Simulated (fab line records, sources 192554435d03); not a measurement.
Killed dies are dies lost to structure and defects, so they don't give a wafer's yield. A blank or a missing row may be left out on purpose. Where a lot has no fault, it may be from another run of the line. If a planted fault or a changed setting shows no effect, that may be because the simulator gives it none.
fab line records	flow n5Finfet
[record] lots = 7	wafers = 21	lastDay = 16
route steps=1938 shown BEOL_M10@1506 BEOL_M15@1830 PASSIVATION@1936
lots untouched by any fault: they come from a run of this same line in which no faults occurred
startH: the number of hours between the record's first day and the start of the first shown wafer of the lot	waitH: time in hours since the lot's previous step	" unchanged from the row above	L1.1+2: a single row standing in for several wafers	- either no value or no given start	* or withheld: withheld	< > ~ a bound
route shown NAME@n: a module of which the file shows steps, and the number in the route of the first	usual: mean/standard deviation taken from wafers without a fault	same: alike in all rows	chamber/n: place in a boat	sites: each site's reading	_std_site: how widely they spread, as a standard deviation	_edge_site: mean of outer sites minus mean of inner sites	radiusMm: for every site, how far away it sits from the centre of the wafer	mask NAME#n: copy n	behind: tool/chamber where the wafer was last shaped	hold: what put the lot on hold/how long, in hours/how the hold closed	device: the n, p or np transistor that did not switch	end of line: tests run on the same wafers once the route is complete	a step with no rows: only its recipe	killed: the dies lost at the first sort to structure and to defects; this is not the yield of the wafer	map: a wafer's dies, marking killed ones x, the rest . and places with no die _
set.NAME: the setting as run; set.NAME@STEP: as run at that earlier step	model.NAME: the simulator's own value behind a step, which no gauge read
a sample of lots followed through the steps of the route, with each step as a table and each wafer as a row
services: a tool's chamber out of use, with start hour (startH, from the record's first day; less than 0 if before it), hours out, and reason
[[steps]]
[step N5_BEOL_M10_ETCH_65]
[recipe] chemistry = CF4	target = SiARC	targetDepthA = 390	maskMaterial = CAR-ArF	timeS = 65	ionEnergyEv = 80	pressureMtorr = 40	sourceW = 545	biasW = 36	Ar_flow_sccm = 100	cf4FlowSccm = 100	ends = cleared
[usual] chamberPressureMTorr = 40.00/0.038	drypumpMotorCurrentA = 5.7/0.42	etchRfOnTimeS = 64.9/1	oesProductAu = 0.71/0.059	rfVppV = 184.1/1.2	showerheadPlenumPTorr = 2.15/0.069	throttleValvePct = 15.47/0.15
lot.wafer	tool	chamber	startH	waitH	chamberPressureMTorr	drypumpMotorCurrentA	etchRfOnTimeS	oesProductAu	rfHoursCounterH	rfVppV	showerheadPlenumPTorr	throttleValvePct
L633.2	rieDiel-04	0	218.98	0.0	40.03	5.2	65.0	0.79	8	185.2	2.11	15.07
L633.3	"	3	"	"	39.99	6.5	65.0	0.60	216	186.3	2.20	15.68
L633.6	"	0	"	"	40.01	5.2	65.0	0.79	-	183.9	2.11	15.10
L639.1	rieDiel-02	3	259.13	0.0	40.09	5.7	66.4	0.72	43	184.2	2.18	15.25
L639.4	"	0	"	"	40.03	5.8	67.3	0.59	219	181.8	2.03	15.65
L639.5	"	2	"	"	40.02	6.2	65.8	0.66	-	185.1	2.23	15.39
L641.1	rieDiel-05	0	269.91	0.0	39.95	5.7	64.4	0.73	60	182.7	2.07	15.41
L641.2	"	2	"	"	40.06	6.5	64.8	0.81	13	184.6	2.20	15.57
L641.4	"	3	"	"	40.02	5.2	65.2	0.72	66	186.4	2.27	15.58
L646.3	rieDiel-04	1	303.48	0.0	39.96	5.3	64.0	0.70	85	183.9	2.15	15.44
L646.4	"	2	"	"	40.00	5.8	63.1	0.80	-	184.2	2.10	15.39
L646.5	"	0	"	"	39.99	5.2	65.7	0.72	-	182.5	2.10	15.15
L645.1	rieDiel-02	1	312.31	0.0	40.01	5.2	65.9	0.68	98	185.6	2.15	15.54
L645.3	"	0	"	"	39.96	5.8	66.0	0.59	235	183.4	2.03	15.69
L645.4	"	2	"	"	40.00	6.2	65.7	0.66	121	186.6	2.22	15.42
L647.1	rieDiel-02	3	312.78	0.0	39.98	5.7	64.7	0.71	60	185.3	2.17	15.26
L647.3	"	2	"	"	40.02	6.2	64.6	0.66	122	184.8	2.22	15.41
L647.4	"	1	"	"	39.96	5.3	64.5	0.69	99	183.9	2.15	15.54
L648.2	rieDiel-05	0	325.98	0.0	39.97	5.8	64.2	0.71	77	182.2	2.07	15.46
L648.4	"	3	"	"	39.93	5.2	64.6	0.70	83	183.9	2.26	15.61
L648.5	"	0	"	"	40.00	5.8	63.3	0.71	-	184.0	2.07	15.45
[step N5_BEOL_M10_CD_MEAS_35]
[recipe] targetCdNm = 70	polarity = opening
[usual] cdNm = 70.1/0.64
lot.wafer	tool	chamber	startH	waitH	cdNm
L633.2	cdSem-03	-	219.59	0.0	70.7
L633.3	"	-	"	"	69.6
L633.6	"	-	"	"	70.3
L639.1	cdSem-02	-	259.74	0.0	69.4
L639.4	"	-	"	"	69.0
L639.5	"	-	"	"	69.8
L641.1	cdSem-02	-	270.52	0.0	69.8
L641.2	"	-	"	"	69.3
L641.4	"	-	"	"	70.0
L646.3	cdSem-01	-	304.09	0.0	71.0
L646.4	"	-	"	"	70.6
L646.5	"	-	"	"	70.7
L645.1	cdSem-03	-	312.92	0.0	69.8
L645.3	"	-	"	"	70.7
L645.4	"	-	"	"	71.5
L647.1	cdSem-03	-	313.39	0.0	70.6
L647.3	"	-	"	"	70.9
L647.4	"	-	"	"	70.6
L648.2	cdSem-02	-	326.59	0.0	70.2
L648.4	"	-	"	"	70.0
L648.5	"	-	"	"	70.3
[step N5_BEOL_M10_ALD_74]
[recipe] material = TaN	targetThkA = 20	tempC = 275	aldPrecursorFamily = PDMAT	aldCoReactant = NH3	pressureTorr = 3	carrierFlowSccm = 1500	pulseTimeS = 2	purgeTimeS = 3	coReactantPurgeTimeS = 2	coReactantPulseTimeS = 3	aldCycles = 40	precursorVesselTempC = 75	precursorVesselPressureTorr = 26.25	precursorVesselCarrierSccm = 1000
[usual] aldCycles = 40/0	heaterPowerW = 415/30	mfcCarrierSccm = 1500/4.7
lot.wafer	tool	chamber	startH	waitH	aldCycles	heaterPowerW	mfcCarrierSccm
L633.2	aldMetal-04	3	222.51	0.0	40	378	1501
L633.3	"	2	"	"	40	444	1504
L633.6	"	1	"	"	40	442	1500
L639.1	aldMetal-01	0	260.24	0.0	40	401	1502
L639.4	"	1	"	"	40	428	1505
L639.5	"	3	"	"	40	393	1492
L641.1	aldMetal-01	3	271.47	0.2	40	391	1493
L641.2	"	1	"	"	40	442	1490
L641.4	"	0	"	"	40	414	1497
L646.3	aldMetal-04	1	305.71	0.0	40	439	1509
L646.4	"	3	"	"	40	371	1497
L646.5	"	2	"	"	40	439	1497
L645.1	aldMetal-04	1	313.88	0.0	40	437	1503
L645.3	"	0	"	"	40	404	1500
L645.4	"	3	"	"	26	369	1497
L647.1	aldMetal-04	2	314.39	0.0	40	432	1494
L647.3	"	0	"	"	40	412	1500
L647.4	"	3	"	"	26	375	1501
L648.2	aldMetal-01	1	328.66	0.0	40	433	1496
L648.4	"	2	"	"	40	464	1508
L648.5	"	3	"	"	40	402	1493
[step N5_BEOL_M10_ANNEAL_51]
[recipe] tempC = 225	timeS = 90	ambient = N2
[usual] annealTempC = 225.01/0.15	wafer_temp_C_max = 226.0/0.6
lot.wafer	tool	chamber	startH	waitH	annealTempC	wafer_temp_C_max
L633.2	rtpAnneal-01	0	223.53	0.1	224.79	225.9
L633.3	"	0	"	"	224.89	225.9
L633.6	"	0	"	"	225.01	225.8
L639.1	rtpAnneal-01	0	262.91	1.6	225.33	225.3
L639.4	"	0	"	"	225.17	225.4
L639.5	"	0	"	"	225.03	225.6
L641.1	rtpAnneal-01	0	272.70	0.3	224.92	225.6
L641.2	"	0	"	"	225.01	225.4
L641.4	"	0	"	"	224.94	225.5
L646.3	rtpAnneal-01	0	306.54	0.1	224.97	225.6
L646.4	"	0	"	"	225.24	225.5
L646.5	"	0	"	"	224.94	225.8
L645.1	rtpAnneal-02	0	314.94	0.4	225.15	226.2
L645.3	"	0	"	"	224.95	226.8
L645.4	"	0	"	"	224.82	226.5
L647.1	rtpAnneal-01	0	315.71	0.4	224.89	225.6
L647.3	"	0	"	"	224.87	225.6
L647.4	"	0	"	"	224.90	225.8
L648.2	rtpAnneal-01	0	329.85	0.1	225.09	225.6
L648.4	"	0	"	"	224.72	225.4
L648.5	"	0	"	"	225.14	225.5
[step N5_BEOL_M15_RC_MEAS_101]
[usual] COMB_M10 = 1.5e-11/3.1e-12	COMB_M10_max_site = 2.2e-11/5.1e-12	COMB_M11 = 1.5e-11/3.1e-12	COMB_M12 = 6.6e-12/1.5e-12	COMB_M13 = 4.9e-12/1e-12	COMB_M14 = 3.8e-12/8e-13	COMB_M15 = 2.6e-12/6.8e-13	COMB_M5 = 3.6e-11/7.7e-12	COMB_M6 = 2.6e-11/4.7e-12	COMB_M7 = 2.5e-11/4.8e-12	COMB_M7_max_site = 3.7e-11/8.7e-12	COMB_M8 = 2.5e-11/5.1e-12	COMB_M8_max_site = 3.5e-11/8.4e-12	COMB_M9 = 1.5e-11/3.8e-12	SERP_M10 = 3.05/0.077	SERP_M11 = 3.05/0.093	SERP_M12 = 0.636/0.016	SERP_M12_max_site = 0.649/0.018	SERP_M13 = 0.305/0.0072	SERP_M14 = 0.159/0.0035	SERP_M14_max_site = 0.161/0.0036	SERP_M5 = 39.7/2	SERP_M6 = 13.9/0.51	SERP_M7 = 13.8/0.61	SERP_M8 = 13.9/0.53	SERP_M9 = 3.08/0.093
lot.wafer	tool	chamber	startH	waitH	COMB_M10[S/m]	COMB_M10_max_site[S/m]	COMB_M11[S/m]	COMB_M12[S/m]	COMB_M13[S/m]	COMB_M14[S/m]	COMB_M15[S/m]	COMB_M5[S/m]	COMB_M6[S/m]	COMB_M7[S/m]	COMB_M7_max_site[S/m]	COMB_M8[S/m]	COMB_M8_max_site[S/m]	COMB_M9[S/m]	SERP_M10[ohm/um]	SERP_M11[ohm/um]	SERP_M12[ohm/um]	SERP_M12_max_site[ohm/um]	SERP_M13[ohm/um]	SERP_M14[ohm/um]	SERP_M14_max_site[ohm/um]	SERP_M5[ohm/um]	SERP_M6[ohm/um]	SERP_M7[ohm/um]	SERP_M8[ohm/um]	SERP_M9[ohm/um]
L633.2	prober-01	0	270.24	0.2	1.6e-11	2.4e-11	1.3e-11	7.9e-12	4.1e-12	3.8e-12	2.6e-12	4.5e-11	2.6e-11	2.4e-11	3.9e-11	2.7e-11	3.8e-11	1.4e-11	3.03	3.25	0.618	0.632	0.301	0.156	0.157	40.9	14.0	13.5	15.0	3.02
L633.3	"	0	"	"	1.4e-11	3.5e-11	1.3e-11	8.5e-12	7e-12	4.5e-12	2.3e-12	4.3e-11	1.9e-11	1.9e-11	2.3e-11	3.2e-11	4e-11	1.4e-11	3.22	3.10	0.616	0.621	0.317	0.162	0.163	39.7	13.7	14.1	14.2	3.16
L633.6	"	0	"	"	1.5e-11	2.1e-11	1.2e-11	5.8e-12	5e-12	3.8e-12	2.3e-12	4.7e-11	1.6e-11	2.6e-11	3.9e-11	2.1e-11	2.9e-11	1.4e-11	2.96	3.16	0.620	0.636	0.302	0.154	0.157	41.4	14.6	13.9	13.8	2.92
L639.1	prober-01	0	300.26	0.0	1.2e-11	1.6e-11	1.4e-11	6.6e-12	8.1e-12	3.6e-12	2.5e-12	2.8e-11	2.6e-11	2.5e-11	3.7e-11	2.2e-11	2.9e-11	1.9e-11	3.09	3.17	0.669	0.682	0.295	0.157	0.160	42.4	13.3	13.3	14.4	3.20
L639.4	"	0	"	"	1.7e-11	2e-11	1.2e-11	6.7e-12	7.1e-12	5.2e-12	4.5e-12	3e-11	2.4e-11	2.3e-11	3.6e-11	2.9e-11	3.9e-11	1e-11	3.12	3.15	0.633	0.640	0.303	0.156	0.158	37.9	13.7	13.2	14.0	3.06
L639.5	"	0	"	"	1.2e-11	1.8e-11	1.4e-11	7.1e-12	4.8e-12	3.9e-12	2.9e-12	3e-11	2.7e-11	2.9e-11	4.4e-11	1.4e-11	2.8e-11	2e-11	3.07	3.10	0.646	0.653	0.300	0.154	0.155	39.2	13.2	13.3	14.3	3.06
L641.1	prober-01	0	316.10	0.0	1.7e-11	2.8e-11	2e-11	6.6e-12	4.8e-12	4.2e-12	1.8e-12	3.7e-11	2.2e-11	2.8e-11	5e-11	3.9e-11	4.7e-11	1.4e-11	3.01	3.17	0.633	0.641	0.321	0.157	0.159	39.7	14.0	14.3	13.2	3.03
L641.2	"	0	"	"	1.5e-11	2e-11	2.7e-11	7.2e-12	4.8e-12	7.6e-12	2.4e-12	4.4e-11	2.9e-11	2.6e-11	5.2e-11	3.3e-11	4.2e-11	1.2e-11	3.09	3.10	0.644	0.668	0.319	0.157	0.158	39.3	14.2	14.2	14.2	3.07
L641.4	"	0	"	"	2.4e-11	3.1e-11	1.1e-11	9.9e-12	5.5e-12	4.4e-12	2.6e-12	4.3e-11	2.8e-11	2.3e-11	2.5e-11	2.4e-11	3.2e-11	1.3e-11	3.05	3.04	0.638	0.651	0.307	0.154	0.156	37.3	14.1	14.1	14.0	3.17
L646.3	prober-02	0	341.70	0.3	1.5e-11	1.7e-11	1.2e-11	5.4e-12	4.7e-12	3.2e-12	2.8e-12	2.5e-11	3.6e-11	2e-11	2.3e-11	1.7e-11	2.5e-11	1.3e-11	2.94	3.09	0.655	0.666	0.296	0.156	0.158	43.1	13.2	13.5	14.6	3.02
L646.4	"	0	"	"	1.7e-11	2e-11	1.5e-11	6.8e-12	3.7e-12	3.5e-12	2e-12	2.8e-11	2.4e-11	1.6e-11	2.8e-11	2.2e-11	5.2e-11	1.4e-11	3.03	3.06	0.635	0.645	0.294	0.158	0.160	38.5	13.9	14.7	13.7	3.00
L646.5	"	0	"	"	1.3e-11	2.3e-11	1.2e-11	7.3e-12	4.9e-12	3.3e-12	2.3e-12	3.6e-11	2.6e-11	1.6e-11	2.5e-11	2.3e-11	3.3e-11	1.2e-11	2.97	2.97	0.625	0.635	0.294	0.161	0.162	42.8	13.1	14.3	14.0	3.17
L647.1	prober-01	0	347.02	0.0	1.8e-11	2.6e-11	1.9e-11	8.2e-12	5.1e-12	3.9e-12	2.2e-12	5.9e-11	2.4e-11	2.2e-11	3.3e-11	2.5e-11	3.4e-11	1.6e-11	2.92	2.94	0.637	0.657	0.314	0.166	0.170	41.4	14.0	13.9	14.5	2.99
L647.3	"	0	"	"	1.2e-11	1.6e-11	1.4e-11	7.4e-12	6.1e-12	3.1e-12	2.5e-12	3.7e-11	2.5e-11	2.5e-11	3.3e-11	3.5e-11	4.1e-11	1e-11	2.99	3.13	0.627	0.634	0.312	0.162	0.164	49.5	13.3	14.4	14.3	3.17
L647.4	"	0	"	"	3.3e-11	5.4e-11	1.8e-11	6.2e-12	4.3e-12	4.2e-12	3.1e-12	4.1e-11	2.4e-11	2.8e-11	4.1e-11	2.9e-11	5.1e-11	1.3e-11	2.88	2.95	0.626	0.632	0.319	0.165	0.167	41.6	14.2	13.3	14.2	3.15
L645.1	prober-02	0	347.34	0.0	1e-11	1.8e-11	1.3e-11	7.2e-12	4.5e-12	5.3e-12	2.5e-12	5e-11	2.2e-11	2.3e-11	3.3e-11	2.4e-11	3.9e-11	1.2e-11	3.14	3.08	0.646	0.670	0.296	0.160	0.162	38.0	14.0	13.1	14.3	2.94
L645.3	"	0	"	"	1.3e-11	1.8e-11	1.1e-11	8.3e-12	4.4e-12	4e-12	3.6e-12	3.7e-11	2.2e-11	2.1e-11	3.1e-11	2.6e-11	3.7e-11	1.7e-11	3.13	2.95	0.643	0.659	0.301	0.157	0.159	39.1	14.1	14.0	14.0	2.96
L645.4	"	0	"	"	5.2e-11	7e-11	1.3e-11	5e-12	5.3e-12	3e-12	2.1e-12	3.4e-11	3.2e-11	1.9e-11	2.6e-11	2.6e-11	3.1e-11	1.1e-11	2.97	3.00	0.652	0.669	0.303	0.155	0.156	37.9	13.4	13.5	14.8	3.11
L648.2	prober-02	0	364.45	0.2	1.3e-11	1.7e-11	1.3e-11	8.8e-12	3.8e-12	2.4e-12	2.9e-12	2.4e-11	2.1e-11	3.6e-11	5e-11	2.5e-11	2.8e-11	1.5e-11	3.05	3.11	0.644	0.659	0.296	0.159	0.160	38.3	13.1	14.6	13.6	2.97
L648.4	"	0	"	"	1.5e-11	2e-11	1.8e-11	7.5e-12	5.1e-12	2.6e-12	2.1e-12	4.6e-11	2.2e-11	2.7e-11	4.4e-11	2.3e-11	3.3e-11	2.1e-11	3.10	3.13	0.663	0.678	0.306	0.158	0.161	37.9	14.5	13.4	13.3	3.09
L648.5	"	0	"	"	1.5e-11	1.8e-11	2e-11	7.4e-12	6.5e-12	2.3e-12	3e-12	3.6e-11	2.9e-11	3.5e-11	5.3e-11	2.5e-11	3.3e-11	1.9e-11	3.03	3.15	0.639	0.665	0.305	0.158	0.160	39.1	13.7	13.7	14.4	3.13
// sites COMB_M10 radiusMm=0,75,75,75,75,140,140,140,140
L633.2 1.7e-11 1.8e-11 2.4e-11 1.4e-11 1.6e-11 1.3e-11 1.8e-11 1e-11 1.3e-11
L639.1 1.4e-11 1e-11 8e-12 8e-12 1.2e-11 1.2e-11 1.6e-11 1.4e-11 1e-11
L641.1 2.8e-11 1.7e-11 1.4e-11 1.4e-11 1.5e-11 2.1e-11 2e-11 1.3e-11 1.7e-11
L646.3 1.7e-11 1.5e-11 1.7e-11 1.5e-11 1.7e-11 1.3e-11 1.3e-11 1.1e-11 1.3e-11
L647.1 1.8e-11 1e-11 2.5e-11 2.6e-11 1.4e-11 2e-11 1.8e-11 1.4e-11 1.5e-11
L645.1 7e-12 8e-12 1.2e-11 1e-11 1.8e-11 7e-12 1e-11 1e-11 8e-12
L648.2 1.3e-11 1.4e-11 8e-12 1.7e-11 1.4e-11 1.3e-11 1.2e-11 1.5e-11 1.3e-11
[step N5_PASSIVATION_PROBE_49]
[usual] defectLimitedYield = 91.3/1.7	killed_at_M0_to_M3 = 33/11	killed_at_M4_up = 14/5.5	killedAtContacts = 13/6.5	killedAtFrontEnd = 39/13	killedAtOther = 3.4/2.9	killedDies = 103/20	killedOnRim = 14/4.3	killedOpen = 69/15	killedShort = 32/8.1	sort_bin_4_leakage = 0/0	sort_bin_5_function = 5.1/1.1	sort_bin_6_memory = 3.3/0.74	sort_bin_8_speed = 0.00/0.014	sortNPass = 1077/20	sortYieldPct = 91.3/1.7
[same] grossDies = 1180	killedAtBackSide = 0
lot.wafer	tool	chamber	startH	waitH	defectLimitedYield[%]	killed_at_M0_to_M3	killed_at_M4_up	killedAtContacts	killedAtFrontEnd	killedAtOther	killedDies	killedOnRim	killedOpen	killedShort	sort_bin_4_leakage[%]	sort_bin_5_function[%]	sort_bin_6_memory[%]	sort_bin_8_speed[%]	sortNPass	sortYieldPct[%]
L633.2	prober-01	-	282.57	0.1	89.7	34	17	12	54	4	121	15	86	32	0	6.2	3.4	0	1059	89.7
L633.3	prober-01	-	282.62	0.1	85.3	44	19	11	94	5	173	27	124	48	0	9.3	5.0	0	1007	85.3
L633.6	prober-01	-	282.77	0.3	89.8	24	12	10	73	1	120	14	78	42	0	6.0	3.8	0	1060	89.8
L639.1	prober-02	-	314.53	0.0	94.2	23	25	0	20	1	69	9	51	18	0	3.0	2.7	0	1111	94.2
L639.4	prober-02	-	314.68	0.2	94.8	26	10	3	19	3	61	7	41	19	0	2.9	2.0	0	1119	94.8
L639.5	prober-02	-	314.73	0.2	92.7	28	17	2	34	5	86	9	57	26	0	4.3	2.7	0	1094	92.7
L641.1	prober-02	-	331.77	0.0	89.9	29	23	18	42	7	119	16	87	32	0	6.6	3.2	0	1061	89.9
L641.2	prober-02	-	331.82	0.1	89.7	35	24	15	42	5	121	18	84	35	0	5.8	4.0	0	1059	89.7
L641.4	prober-02	-	331.92	0.2	90.6	36	21	5	45	4	111	15	76	32	0	6.0	3.1	0.08	1068	90.5
L646.3	prober-01	-	355.47	0.1	94.2	8	11	6	31	13	69	7	47	21	0	3.5	2.4	0	1111	94.2
L646.4	prober-01	-	355.52	0.2	93.3	29	10	1	33	6	79	5	53	26	0	4.2	2.2	0	1101	93.3
L646.5	prober-01	-	355.57	0.2	91.6	35	7	7	41	9	99	10	60	37	0	5.1	3.0	0	1081	91.6
L647.1	prober-01	-	362.28	0.0	91.9	27	14	6	48	0	95	17	63	29	0	4.6	3.1	0	1085	91.9
L647.3	prober-01	-	362.38	0.1	93.6	22	12	7	32	3	76	6	51	24	0	3.5	2.5	0	1104	93.6
L647.4	prober-01	-	362.43	0.2	89.9	24	16	9	69	1	119	26	77	34	0.17	5.9	3.6	0	1061	89.9
L645.1	prober-02	-	362.74	0.0	88.7	31	6	13	71	12	133	26	83	50	0	6.4	4.6	0	1047	88.7
L645.3	prober-02	-	362.84	0.1	91.3	25	17	21	37	3	103	16	73	30	0	5.1	3.6	0	1077	91.3
L645.4	prober-02	-	362.89	0.2	91.0	31	13	14	46	2	106	16	75	29	0.08	5.2	3.4	0	1074	91.0
L648.2	prober-01	-	378.19	0.1	91.6	25	17	14	43	0	99	9	68	30	0	5.3	3.0	0	1081	91.6
L648.4	prober-01	-	378.29	0.2	90.3	52	11	11	40	1	115	19	87	28	0	4.7	4.7	0	1065	90.3
L648.5	prober-01	-	378.34	0.2	90.8	34	9	18	42	5	108	14	82	26	0	4.7	4.2	0	1072	90.8
// killed by level:class
L633.2 STI_FIN_REVEAL:geometricParticle:open=18 BEOL_M2:geometricParticle:open=12 MOL_CONTACT_COAG:geometricParticle:open=9 FIN_SAQP:geometricParticle:open=7 FIN_SAQP:geometricParticle:short=7 BEOL_M6:geometricParticle:open=7 DUMMY_GATE:geometricParticle:open=4 BEOL_M3:geometricParticle:open=4
L633.3 STI_FIN_REVEAL:geometricParticle:open=42 FIN_SAQP:geometricParticle:short=17 BEOL_M2:geometricParticle:open=16 FIN_SAQP:geometricParticle:open=14 MOL_CONTACT_COAG:geometricParticle:open=8 BEOL_M0_SAQP:geometricParticle:short=8 BEOL_M0_SAQP:geometricParticle:open=8 BEOL_M4:geometricParticle:open=8
L633.6 STI_FIN_REVEAL:geometricParticle:open=25 FIN_SAQP:geometricParticle:short=11 FIN_SAQP:geometricParticle:open=9 MOL_CONTACT_COAG:geometricParticle:open=9 STI_FIN_REVEAL:geometricParticle:short=6 ILD0:geometricParticle:short=6 BEOL_M1:geometricParticle:open=6 BEOL_M2:geometricParticle:open=6
L639.1 BEOL_M4:geometricParticle:open=16 BEOL_M3:geometricParticle:open=6 BEOL_M1:geometricParticle:open=4 BEOL_M2:geometricParticle:open=4 FIN_SAQP:geometricParticle:open=3 STI_FIN_REVEAL:geometricParticle:open=3 GATE_CUT:geometricParticle:open=3 BEOL_M0_SAQP:geometricParticle:open=3
L639.4 BEOL_M3:geometricParticle:open=8 BEOL_M2:geometricParticle:open=6 FIN_SAQP:geometricParticle:short=4 STARTING-WAFER:geometricParticle:open=4 BEOL_M4:geometricParticle:open=4 MOL_CONTACT_COAG:geometricParticle:open=3 BEOL_M1:geometricParticle:open=3 BEOL_M3:geometricParticle:short=3
L639.5 BEOL_M4:geometricParticle:open=8 STI_FIN_REVEAL:geometricParticle:open=7 GATE_CUT:geometricParticle:short=6 BEOL_M3:geometricParticle:open=6 BEOL_M1:geometricParticle:open=5 BEOL_M2:geometricParticle:open=4 PAD_METAL:geometricParticle:short=4 FIN_SAQP:geometricParticle:open=3
L641.1 MOL_CONTACT_COAG:geometricParticle:open=17 BEOL_M4:geometricParticle:open=14 BEOL_M0_SAQP:geometricParticle:open=11 DUMMY_GATE:geometricParticle:open=8 BEOL_M1:geometricParticle:open=8 FIN_SAQP:geometricParticle:open=7 STI_FIN_REVEAL:geometricParticle:open=6 GATE_CUT:geometricParticle:short=5
L641.2 FIN_SAQP:geometricParticle:open=12 MOL_CONTACT_COAG:geometricParticle:open=12 BEOL_M4:geometricParticle:open=11 BEOL_M0_SAQP:geometricParticle:open=9 BEOL_M1:geometricParticle:open=9 BEOL_M5:geometricParticle:open=7 BEOL_M0_SAQP:geometricParticle:short=6 FIN_SAQP:geometricParticle:short=4
L641.4 BEOL_M4:geometricParticle:open=12 FIN_SAQP:geometricParticle:open=11 STI_FIN_REVEAL:geometricParticle:open=7 BEOL_M3:geometricParticle:open=7 BEOL_M0_SAQP:geometricParticle:short=6 BEOL_M2:geometricParticle:open=6 FIN_SAQP:geometricParticle:short=5 DUMMY_GATE:geometricParticle:open=5
L646.3 STI_FIN_REVEAL:geometricParticle:open=7 DUMMY_GATE:geometricParticle:open=6 FIN_SAQP:geometricParticle:open=4 BEOL_M4:geometricParticle:short=4 PAD_METAL:geometricParticle:open=4 MOL_CONTACT_COAG:geometricParticle:short=3 MOL_CONTACT_COAG:geometricParticle:open=3 BEOL_M0_SAQP:geometricParticle:open=3
L646.4 BEOL_M2:geometricParticle:open=14 FIN_SAQP:geometricParticle:open=7 FIN_SAQP:geometricParticle:short=6 DUMMY_GATE:geometricParticle:open=6 GATE_CUT:geometricParticle:short=4 BEOL_M1:geometricParticle:open=4 BEOL_M0_SAQP:geometricParticle:open=3 BEOL_M0_SAQP:geometricParticle:short=3
L646.5 FIN_SAQP:geometricParticle:short=9 DUMMY_GATE:geometricParticle:open=9 BEOL_M0_SAQP:geometricParticle:short=8 BEOL_M3:geometricParticle:open=8 MOL_CONTACT_COAG:geometricParticle:open=7 BEOL_M1:geometricParticle:open=7 FIN_SAQP:geometricParticle:open=5 GATE_CUT:geometricParticle:short=5
L647.1 STI_FIN_REVEAL:geometricParticle:open=17 GATE_CUT:geometricParticle:short=11 BEOL_M3:geometricParticle:open=10 GATE_CUT:geometricParticle:open=6 MOL_CONTACT_COAG:geometricParticle:open=6 BEOL_M2:geometricParticle:open=5 FIN_SAQP:geometricParticle:open=4 BEOL_M0_SAQP:geometricParticle:short=4
L647.3 BEOL_M1:geometricParticle:open=9 BEOL_M0_SAQP:geometricParticle:open=6 STI_FIN_REVEAL:geometricParticle:open=5 MOL_CONTACT_COAG:geometricParticle:open=5 BEOL_M4:geometricParticle:open=5 FIN_SAQP:geometricParticle:open=4 DUMMY_GATE:geometricParticle:open=4 GATE_CUT:geometricParticle:short=4
L647.4 STI_FIN_REVEAL:geometricParticle:open=15 STARTING-WAFER:geometricParticle:short=10 GATE_CUT:geometricParticle:short=9 BEOL_M1:geometricParticle:open=9 GATE_CUT:geometricParticle:open=9 MOL_CONTACT_COAG:geometricParticle:open=9 BEOL_M3:geometricParticle:open=6 FIN_SAQP:geometricParticle:open=5
L645.1 FIN_SAQP:geometricParticle:open=20 BEOL_M1:geometricParticle:open=16 STI_FIN_REVEAL:geometricParticle:open=14 FIN_SAQP:geometricParticle:short=11 MOL_CONTACT_COAG:geometricParticle:open=10 BEOL_M0_SAQP:geometricParticle:short=7 GATE_CUT:geometricParticle:short=6 PAD_METAL:geometricParticle:short=5
L645.3 MOL_CONTACT_COAG:geometricParticle:open=18 STI_FIN_REVEAL:geometricParticle:open=11 BEOL_M1:geometricParticle:open=10 FIN_SAQP:geometricParticle:open=7 BEOL_M4:geometricParticle:open=7 FIN_SAQP:geometricParticle:short=6 BEOL_M0_SAQP:geometricParticle:open=5 BEOL_M1:geometricParticle:short=4
L645.4 MOL_CONTACT_COAG:geometricParticle:open=12 STI_FIN_REVEAL:geometricParticle:open=10 DUMMY_GATE:geometricParticle:open=10 BEOL_M4:geometricParticle:open=9 FIN_SAQP:geometricParticle:open=7 BEOL_M0_SAQP:geometricParticle:short=7 BEOL_M2:geometricParticle:open=7 BEOL_M0_SAQP:geometricParticle:open=6
L648.2 FIN_SAQP:geometricParticle:open=18 MOL_CONTACT_COAG:geometricParticle:open=11 BEOL_M6:geometricParticle:open=6 FIN_SAQP:geometricParticle:short=5 BEOL_M3:geometricParticle:open=5 BEOL_M1:geometricParticle:open=5 BEOL_M2:geometricParticle:open=5 STI_FIN_REVEAL:geometricParticle:open=3
L648.4 FIN_SAQP:geometricParticle:open=16 BEOL_M0_SAQP:geometricParticle:open=14 STI_FIN_REVEAL:geometricParticle:open=12 MOL_CONTACT_COAG:geometricParticle:open=10 BEOL_M0_SAQP:geometricParticle:short=10 BEOL_M3:geometricParticle:open=10 BEOL_M1:geometricParticle:open=9 FIN_SAQP:geometricParticle:short=6
L648.5 MOL_CONTACT_COAG:geometricParticle:open=15 FIN_SAQP:geometricParticle:open=12 BEOL_M2:geometricParticle:open=10 BEOL_M0_SAQP:geometricParticle:open=8 BEOL_M0_SAQP:geometricParticle:short=7 FIN_SAQP:geometricParticle:short=6 DUMMY_GATE:geometricParticle:open=5 STARTING-WAFER:geometricParticle:open=5
[[services]]
tool	chamber	startH	hours	kind
rieDiel-05	2	206.62	-	clean
rieDiel-05	2	206.62	-	consumableReplace:focusRing
rieDiel-05	2	206.62	23.4	scheduledDown
rieDiel-05	2	206.62	23.4	ventCycle
rieDiel-04	0	212.51	4.9	repair
rieDiel-04	2	214.43	1.4	repair
rieDiel-04	2	217.64	-	clean
rieDiel-04	2	217.64	-	consumableReplace:focusRing
rieDiel-04	2	217.64	18.5	scheduledDown
rieDiel-04	2	217.64	18.5	ventCycle
aldMetal-01	3	245.06	3.5	repair
aldMetal-04	1	258.48	25.7	repair
aldMetal-01	1	265.91	4.4	repair
rieDiel-04	3	302.35	11.0	repair
rieDiel-05	-	312.36	2.8	pm
rieDiel-04	3	329.41	-	clean
rieDiel-04	3	329.41	-	consumableReplace:focusRing
rieDiel-04	3	329.41	35.7	scheduledDown
rieDiel-04	3	329.41	35.7	ventCycle
[[key]]
[firstSign] step = N5_BEOL_M10_ALD_74	reading = aldCycles	direction = down	sigmas = 99+	usual = *	struck = *
[effect] step = N5_BEOL_M15_RC_MEAS_101	reading = COMB_M10	direction = up	sigmas = 8.8	usual = 1.5e-11	struck = 4.2e-11
metAt N5_BEOL_M10_ALD_74
struckLots L645,L647
struckWafers L645.4,L647.4
notActingAt N5_BEOL_M10_ETCH_65,N5_BEOL_M10_CD_MEAS_35,N5_BEOL_M10_ANNEAL_51
[fault] kind = processParameterDrift	tool = aldMetal-04	chamber = -	onsetH = 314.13	steps = N5_BEOL_M10_ALD_74	channel = aldCycles	offset = *	shape = step	endH = 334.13	scope = struckWafersOnly	actsIn = *	stated = *
